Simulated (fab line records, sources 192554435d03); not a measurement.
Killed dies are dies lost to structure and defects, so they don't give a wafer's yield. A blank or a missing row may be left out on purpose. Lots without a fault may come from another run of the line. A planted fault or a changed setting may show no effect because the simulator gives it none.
Split-lot experiment | flow n5_finfet | 7 lots, 21 wafers read, on a route of 1938 steps

THE SPLIT
At N5_BEOL_M3_TRENCH_ETCH_37 (etches SiOC in C4F6/O2, target depth 55.555 nm, time 29.2 s), the setting source_w was moved away from the recipe's 355 W on 7 of the 21 wafers read, by -13.7% to +16.0%. The other wafers ran this setting at the recipe's value.

FROM THE SPLIT TO THE READING: what the file shows between them, 2 steps
- N5_BEOL_M3_ETCH_41: etches SiCN in CH3F/O2, target depth 29.9 nm, time 52.5 s
- N5_BEOL_M3_STRIP_97: strips in N2/H2, time 10 s

THE READING
trench_depth_nm, in nm, at N5_BEOL_M3_OCD_MEAS_38. Fault-free wafers of this fab line usually give 55.3 nm, standard deviation 0.64 nm.

wafer  | tool, chamber at the split | source_w as run, W | against the recipe | trench_depth_nm, nm | against lot-mates on the recipe
L077.1 | rie_diel-02, 3             | 383                | +7.9%              | 57.3                | +2.4
L077.2 | rie_diel-02, 0             | 355                | recipe             | 54.7                | -
L077.6 | rie_diel-02, 0             | 355                | recipe             | 55.0                | -
L081.1 | rie_diel-02, 2             | 355                | recipe             | 55.2                | -
L081.4 | rie_diel-02, 0             | 355                | recipe             | 54.8                | -
L081.6 | rie_diel-02, 3             | 355                | recipe             | 55.3                | -
L080.1 | rie_diel-04, 2             | 355                | recipe             | 54.9                | -
L080.3 | rie_diel-04, 0             | 411.7              | +16.0%             | 58.8                | +3.4
L080.4 | rie_diel-04, 1             | 355                | recipe             | 55.9                | -
L086.1 | rie_diel-02, 3             | 355                | recipe             | 54.9                | -
L086.3 | rie_diel-02, 0             | 306.3              | -13.7%             | 50.9                | -4.0
L086.5 | rie_diel-02, 0             | 306.3              | -13.7%             | 52.0                | -2.9
L090.2 | rie_diel-02, 0             | 355                | recipe             | 55.5                | -
L090.3 | rie_diel-02, 3             | 355                | recipe             | 54.8                | -
L090.5 | rie_diel-02, 2             | 315.3              | -11.2%             | 53.3                | -1.9
L092.2 | rie_diel-05, 1             | 390.9              | +10.1%             | 59.1                | +4.9
L092.4 | rie_diel-05, 3             | 355                | recipe             | 54.2                | -
L092.6 | rie_diel-05, 0             | 390.9              | +10.1%             | 56.9                | +2.7
L096.1 | rie_diel-02, 1             | 355                | recipe             | 55.3                | -
L096.2 | rie_diel-02, 2             | 355                | recipe             | 55.8                | -
L096.6 | rie_diel-02, 3             | 355                | recipe             | 54.8                | -

THE FIT
A straight line over all 21 wafers: trench_depth_nm changes by +0.249 nm for each +1% of source_w; r = +0.95; the points scatter about the line by 0.62 nm.
The same after taking each lot's own level away (the mean of its wafers on the recipe; 21 wafers): +0.259 nm for each +1%; r = +0.94; scatter 0.67 nm.
On that fit, the largest move of source_w shifts the reading by 4.1 nm.
The lots' own levels span 54.20 to 55.40 nm, that is 1.9 times the standard deviation above.
So the lot-to-lot level changes the slope little: the two slopes agree.
Check: with one of the wafers moved furthest among these (+16.0%) left out of the fit, the line predicts +4.66 nm for it against its lot-mates. It came out at +3.4 nm against them.
Tool readings at the split's step, against how far the setting was moved: rf_vpp_V r = -0.96.

THE WHOLE CHAIN: every reading that the file lists as answering this split, in the file's order
step                      | what it does                                                | reading                                                                   | change (the file's fit)               | r (the file's)
N5_BEOL_M3_TRENCH_ETCH_37 | etches SiOC in C4F6/O2, target depth 55.555 nm, time 29.2 s | rf_vpp_V                                                                  | -3.65 V for each +1% of the setting   | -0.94
N5_BEOL_M3_TRENCH_ETCH_37 | etches SiOC in C4F6/O2, target depth 55.555 nm, time 29.2 s | BEOL_M3.feature_depth_nm (the simulator's own value, which no gauge read) | +0.24 nm for each +1% of the setting  | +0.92
N5_BEOL_M3_TRENCH_ETCH_37 | etches SiOC in C4F6/O2, target depth 55.555 nm, time 29.2 s | etch.depth_nm (the simulator's own value, which no gauge read)            | +0.244 nm for each +1% of the setting | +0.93
N5_BEOL_M3_OCD_MEAS_38    |                                                             | trench_depth_nm                                                           | +0.245 nm for each +1% of the setting | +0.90

THE FILE'S OWN FIT
trench_depth_nm changes by +0.245 nm for each +1% of source_w, r = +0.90.
